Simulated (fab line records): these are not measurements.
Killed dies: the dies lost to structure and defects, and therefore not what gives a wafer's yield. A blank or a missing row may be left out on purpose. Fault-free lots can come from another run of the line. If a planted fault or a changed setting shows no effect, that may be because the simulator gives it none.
3 desks, one fault	flow n5 finfet	what lay behind the numbers comes last; until then each desk has only its own

== THE DEFECT DESK ==
Lot by lot, what the route's inspections counted, given as the mean of those sampled wafers with a number. A lot is out of limits, marked OUT, if its mean lies more than 4 standard deviations from the usual mean; the brackets give that distance.
Columns: A = raw defect count at N5_BEOL_M7_INSPECT_30, usual 407
lot	first seen here	A
L834	day 10 18:45	470
L833	day 10 18:47	487
L836	day 12 01:49	373
L839	day 12 06:14	462
L848	day 13 23:25	448
L853	day 16 04:19	395
This desk's finding: nothing out of limits on any of the 6 lots.

== FOR THE TOOL OWNER'S DESK: rie diel-04 ==
The tool's own readings at N5_BEOL_M7_ETCH_41 (etches SiCN in CH3F/O2, target depth 31.9 nm, time 57.8 s): means of the sampled wafers that have a number, for each lot that ran on this tool. A lot is out of limits, marked OUT, if its mean lies more than 4 standard deviations from the usual mean; the brackets give that distance.
Columns: A = drypump motor current A at N5_BEOL_M7_ETCH_41, usual 5.9 A; B = mfc ar sccm at N5_BEOL_M7_ETCH_41, usual 150.0 sccm; C = oes product au at N5_BEOL_M7_ETCH_41, usual 0.79 a.u.; D = rf vpp V at N5_BEOL_M7_ETCH_41, usual 297.1 V; E = showerhead plenum p Torr at N5_BEOL_M7_ETCH_41, usual 1.98 Torr; F = throttle valve pct at N5_BEOL_M7_ETCH_41, usual 16.32 %
lot	first seen here	A	B	C	D	E	F
L834	day 10 19:42	5.7	149.6	0.75	295.5	1.92	16.17
L836	day 12 02:09	6.3	150.1	0.94	294.7	1.87	16.32
L839	day 12 06:57	5.8	149.9	0.86	296.2	1.93	16.10
This desk's finding: nothing out of limits on any of the 3 lots.

== METROLOGY DESK ==
What the gauges read for every lot (on any tool): the sampled wafers with a number, averaged. A lot is out of limits, marked OUT, if its mean lies more than 4 standard deviations from the usual mean; the brackets give that distance.
Columns: A = V6_OVL at N5_BEOL_M7_OVL_MEAS_29, usual 0.0 nm
lot	first seen here	A
L834	day 10 18:43	0.1
L833	day 10 18:44	0.1
L836	day 12 01:45	0.2
L839	day 12 06:11	0.1
L848	day 13 23:21	-0.2
L853	day 16 04:15	-0.4
This desk's finding: nothing out of limits on any of the 6 lots.

== PUT TOGETHER ==
No out-of-limits result turned up at the defect desk.
Nothing out of limits was seen by the tool owner's desk.
The metrology desk saw nothing out of limits.

== WHAT THE SIMULATOR PUT IN ==
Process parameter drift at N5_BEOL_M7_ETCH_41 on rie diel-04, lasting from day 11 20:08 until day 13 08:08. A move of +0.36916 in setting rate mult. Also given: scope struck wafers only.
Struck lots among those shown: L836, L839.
